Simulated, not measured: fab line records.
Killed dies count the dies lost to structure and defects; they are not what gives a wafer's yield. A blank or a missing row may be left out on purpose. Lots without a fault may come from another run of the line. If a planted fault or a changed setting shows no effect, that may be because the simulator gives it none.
Matching of chambers / flow nand_harc / NHARC_P_M1_CMP_23 on cmp-02: 4 sister chambers
The step polishes, t overpolish 20 s, target thk 157.82 nm. 7 wafers are shown with their chamber, then 9 later ones without.

== WAFERS PAIRED WITH THEIR CHAMBERS ==
wafer=L083.4; chamber=1; motor_current_A (A)=14.4; time_to_endpoint_s (s)=30
wafer=L085.1; chamber=3; motor_current_A (A)=13.1; time_to_endpoint_s (s)=30
wafer=L085.3; chamber=2; motor_current_A (A)=10.7; time_to_endpoint_s (s)=35
wafer=L085.6; chamber=0; motor_current_A (A)=11.4; time_to_endpoint_s (s)=22
wafer=L087.1; chamber=3; motor_current_A (A)=13.4; time_to_endpoint_s (s)=30
wafer=L087.3; chamber=2; motor_current_A (A)=10.8; time_to_endpoint_s (s)=29
wafer=L087.4; chamber=1; motor_current_A (A)=13.2; time_to_endpoint_s (s)=30

== WAFERS WITHOUT THEIR CHAMBER ==
wafer=L088.3; motor_current_A (A)=11.2; time_to_endpoint_s (s)=33
wafer=L088.4; motor_current_A (A)=14.4; time_to_endpoint_s (s)=30
wafer=L088.6; motor_current_A (A)=10.6; time_to_endpoint_s (s)=34
wafer=L091.1; motor_current_A (A)=11.6; time_to_endpoint_s (s)=24
wafer=L091.2; motor_current_A (A)=10.4; time_to_endpoint_s (s)=30
wafer=L091.3; motor_current_A (A)=14.1; time_to_endpoint_s (s)=30
wafer=L092.2; motor_current_A (A)=13.2; time_to_endpoint_s (s)=30
wafer=L092.4; motor_current_A (A)=10.7; time_to_endpoint_s (s)=32
wafer=L092.6; motor_current_A (A)=13.5; time_to_endpoint_s (s)=31

== CHAMBER TAKEN BY EACH ==
wafer=L088.3; from the rows above=2; in truth=2
wafer=L088.4; from the rows above=can't be placed: 1 or 3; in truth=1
wafer=L088.6; from the rows above=2; in truth=2
wafer=L091.1; from the rows above=0; in truth=0
wafer=L091.2; from the rows above=2; in truth=2
wafer=L091.3; from the rows above=can't be placed: 1 or 3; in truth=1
wafer=L092.2; from the rows above=can't be placed: 3 or 1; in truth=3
wafer=L092.4; from the rows above=2; in truth=2
wafer=L092.6; from the rows above=can't be placed: 3 or 1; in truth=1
Correctly placed: 5 of 9. Not placeable from these rows: 4 (in 4, the candidates include the true chamber). Wrongly placed: 0.
How it was worked out, from the rows above alone: a wafer's distance from a chamber is the root of the sum, over the readings, of the square of ((its reading less the chamber's mean) divided by the reading's scatter). The wafer belongs to the nearest chamber; if the next one is less than 2 further off, it can't be placed. For every chamber, the mean is computed from those of its wafers that are shown. The scatter: the root of (the sum of the squares of (reading less its chamber's mean) over the shown wafers, divided by (wafers less chambers)).
